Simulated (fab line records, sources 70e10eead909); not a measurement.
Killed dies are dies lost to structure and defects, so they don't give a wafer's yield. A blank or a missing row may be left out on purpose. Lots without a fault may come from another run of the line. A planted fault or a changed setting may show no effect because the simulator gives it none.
Chamber matching | flow nand_harc | NHARC_A_M1_DESCUM_14 on rie_diel-09: 4 sister chambers
The step chemistry O2, time 3 s. 16 wafers are shown with their chamber, then 8 later ones without.

WAFERS WITH THEIR CHAMBER
wafer  | chamber | showerhead_plenum_p_Torr (Torr) | drypump_motor_current_A (A) | rf_vpp_V (V)
L075.3 | 3       | 1.94                            | 4.7                         | 58.7
L075.4 | 1       | 1.85                            | 5.7                         | 57.5
L075.5 | 1       | 1.85                            | 5.7                         | 58.5
L079.2 | 2       | 1.84                            | 5.4                         | 58.4
L079.3 | 0       | 2.04                            | 5.1                         | 58.6
L079.6 | 2       | 1.84                            | 5.4                         | 58.0
L080.1 | 1       | 1.85                            | 5.7                         | 58.7
L080.5 | 1       | 1.85                            | 5.7                         | 57.7
L080.6 | 2       | 1.84                            | 5.4                         | 57.9
L091.1 | 3       | 1.94                            | 4.7                         | 59.0
L091.5 | 0       | 2.03                            | 5.1                         | 58.1
L091.6 | 3       | 1.94                            | 4.7                         | 57.6
L094.1 | 1       | 1.85                            | 5.8                         | 57.3
L094.3 | 0       | 2.03                            | 5.1                         | 58.8
L094.5 | 0       | 2.03                            | 5.1                         | 59.4
L096.1 | 0       | 2.03                            | 5.1                         | 58.7

SIGNATURES (means of the wafers above)
reading                  | chamber 0 | chamber 1 | chamber 2 | chamber 3 | scatter within a chamber
showerhead_plenum_p_Torr | 2.0320    | 1.8500    | 1.8400    | 1.9400    | 0.00258
drypump_motor_current_A  | 5.100     | 5.720     | 5.400     | 4.700     | 0.0258
rf_vpp_V                 | 58.720    | 57.940    | 58.100    | 58.433    | 0.551
Rule: a wafer's distance from a chamber is the root of the sum, over the readings, of the square of ((its reading less the chamber's mean) divided by the reading's scatter). The wafer belongs to the nearest chamber; if the next one is less than 2 further off, it can't be placed. The scatter: the root of (the sum of the squares of (reading less its chamber's mean) over the shown wafers, divided by (wafers less chambers)).

WAFERS WITHOUT THEIR CHAMBER
wafer  | showerhead_plenum_p_Torr (Torr) | drypump_motor_current_A (A) | rf_vpp_V (V)
L096.2 | 1.84                            | 5.4                         | 57.2
L096.3 | 1.94                            | 4.7                         | 59.3
L095.3 | 1.94                            | 4.7                         | 58.5
L095.5 | 1.85                            | 5.7                         | 57.3
L095.6 | 2.03                            | 5.1                         | 58.2
L097.2 | 1.94                            | 4.7                         | 58.9
L097.3 | 1.83                            | 5.4                         | 57.5
L097.5 | 1.94                            | 4.7                         | 56.8

WHICH CHAMBER EACH WENT THROUGH
wafer  | from the rows above | in truth
L096.2 | 2                   | 2
L096.3 | 3                   | 3
L095.3 | 3                   | 3
L095.5 | 1                   | 1
L095.6 | 0                   | 0
L097.2 | 3                   | 3
L097.3 | 2                   | 2
L097.5 | 3                   | 3
Placed correctly: 8 of 8. Can't be placed from these rows: 0. Placed wrongly: 0.
